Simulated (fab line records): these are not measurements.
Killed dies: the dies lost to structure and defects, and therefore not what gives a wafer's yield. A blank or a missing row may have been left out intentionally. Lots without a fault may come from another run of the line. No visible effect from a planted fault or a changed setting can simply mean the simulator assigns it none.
Split-lot study    flow n5_finfet    7 lots, 21 wafers read, on a route of 1938 steps

## THE SPLIT ITSELF
At N5_BEOL_M9_HM_DEP_02 (deposits TiN, target thk 20 nm), the setting target_thk_a was moved away from the recipe's 200 angstrom on 7 of the 21 wafers read, by -12.2% to +11.4%. For the rest of the wafers, this setting stayed at what the recipe calls for.

## FROM THE SPLIT TO THE READING: what the file shows between them, 8 steps
- N5_BEOL_M9_COAT_59: time 60 s, resist thk 100 nm
- N5_BEOL_M9_COAT_60: time 60 s, resist thk 30 nm
- N5_BEOL_M9_STRIP_68: strips in N2/H2
- N5_BEOL_M9_STRIP_67: strips in CF4
- N5_BEOL_M9_HM_OPEN_17: chemistry Cl2/BCl3, target TiN, target depth 20 nm, overetch 6 nm
- N5_BEOL_M9_STRIP_19: strips in O2
- N5_BEOL_M9_STRIP_73: strips in C4F6/O2
- N5_BEOL_M9_STRIP_36: strips in N2/H2

## THE READING
TiN_of_BEOL_M9_HM_DEP_02.thk_nm (the simulator's own value, which no gauge read), in nm, at N5_BEOL_M9_TRENCH_ETCH_37 (etches SiCOH lowk in C4F6/O2, target depth 151.43 nm, time 49 s). No usual value for it is given in the file. The 14 wafers here that ran the recipe average 15.8 nm, standard deviation 0.3 nm.

wafer   tool, chamber at the split  target_thk_a as run, angstrom  against the recipe  TiN_of_BEOL_M9_HM_DEP_02.thk_nm, nm  against lot-mates on the recipe
L077.1  pvd_sputter-03, -           200                            recipe              15.8                                 -
L077.4  pvd_sputter-03, -           200                            recipe              15.6                                 -
L077.5  pvd_sputter-03, -           200                            recipe              15.6                                 -
L081.1  pvd_sputter-02, -           209.6                          +4.8%               16.8                                 +1.2
L081.3  pvd_sputter-02, -           209.6                          +4.8%               16.8                                 +1.2
L081.2  pvd_sputter-02, -           200                            recipe              15.6                                 -
L083.1  pvd_sputter-02, -           175.7                          -12.2%              13.6                                 no lot-mate on the recipe
L083.3  pvd_sputter-02, -           175.7                          -12.2%              13.2                                 no lot-mate on the recipe
L083.4  pvd_sputter-02, -           175.7                          -12.2%              13.4                                 no lot-mate on the recipe
L085.1  pvd_sputter-03, -           200                            recipe              16.4                                 -
L085.4  pvd_sputter-03, -           200                            recipe              16.4                                 -
L085.3  pvd_sputter-03, -           200                            recipe              16.2                                 -
L096.1  pvd_sputter-03, -           200                            recipe              15.6                                 -
L096.2  pvd_sputter-03, -           200                            recipe              15.6                                 -
L096.5  pvd_sputter-03, -           200                            recipe              15.4                                 -
L097.3  pvd_sputter-01, -           207.6                          +3.8%               16.4                                 +0.6
L097.5  pvd_sputter-01, -           200                            recipe              15.8                                 -
L097.6  pvd_sputter-01, -           200                            recipe              15.8                                 -
L095.1  pvd_sputter-02, -           200                            recipe              16                                   -
L095.5  pvd_sputter-02, -           222.8                          +11.4%              18.4                                 +2.5
L095.6  pvd_sputter-02, -           200                            recipe              15.8                                 -

FIT RESULTS
A straight line over all 21 wafers: TiN_of_BEOL_M9_HM_DEP_02.thk_nm changes by +0.204 nm for each +1% of target_thk_a; r = +0.97; the points scatter about the line by 0.28 nm.
The same after taking each lot's own level away (the mean of its wafers on the recipe; 18 wafers): +0.222 nm for each +1%; r = +0.99; scatter 0.11 nm.
On that fit, the largest move of target_thk_a shifts the reading by 2.7 nm.
Measured against the standard deviation above, the lots' own levels, which go from 15.53 to 16.33 nm, span 2.7 times it.
Hence the lot-to-lot level has little effect on the slope; both slopes agree.
Check: with one of the wafers moved furthest among these (+11.4%) left out of the fit, the line predicts +2.61 nm for it against its lot-mates. It came out at +2.5 nm against them.

## THE OTHER SPLITS THESE WAFERS WENT THROUGH
Before the reading, these wafers also passed through other splits. Each is held against what the fit with the lots' levels taken away leaves over:
other split on the same wafers  wafers away from the commonest value  r with TiN_of_BEOL_M9_HM_DEP_02.thk_nm (lot level and that fit taken away)
N5_BEOL_M7_ETCH_41 source_w     7                                     +0.39

## THE WHOLE CHAIN: every reading that the file lists as answering this split, in the file's order
step                       what it does                                                       reading                                                                           change (the file's fit)                r (the file's)
N5_BEOL_M9_HM_DEP_02       deposits TiN, target thk 20 nm                                     TiN_of_BEOL_M9_HM_DEP_02.thk_nm (the simulator's own value, which no gauge read)  +0.201 nm for each +1% of the setting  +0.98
N5_BEOL_M9_HM_OPEN_17      chemistry Cl2/BCl3, target TiN, target depth 20 nm, overetch 6 nm  etch.depth_nm (the simulator's own value, which no gauge read)                    +0.205 nm for each +1% of the setting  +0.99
N5_BEOL_M9_TRENCH_ETCH_37  etches SiCOH lowk in C4F6/O2, target depth 151.43 nm, time 49 s    TiN_of_BEOL_M9_HM_DEP_02.thk_nm (the simulator's own value, which no gauge read)  +0.218 nm for each +1% of the setting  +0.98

## FILE'S OWN FIT
TiN_of_BEOL_M9_HM_DEP_02.thk_nm changes by +0.218 nm for each +1% of target_thk_a, r = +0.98.
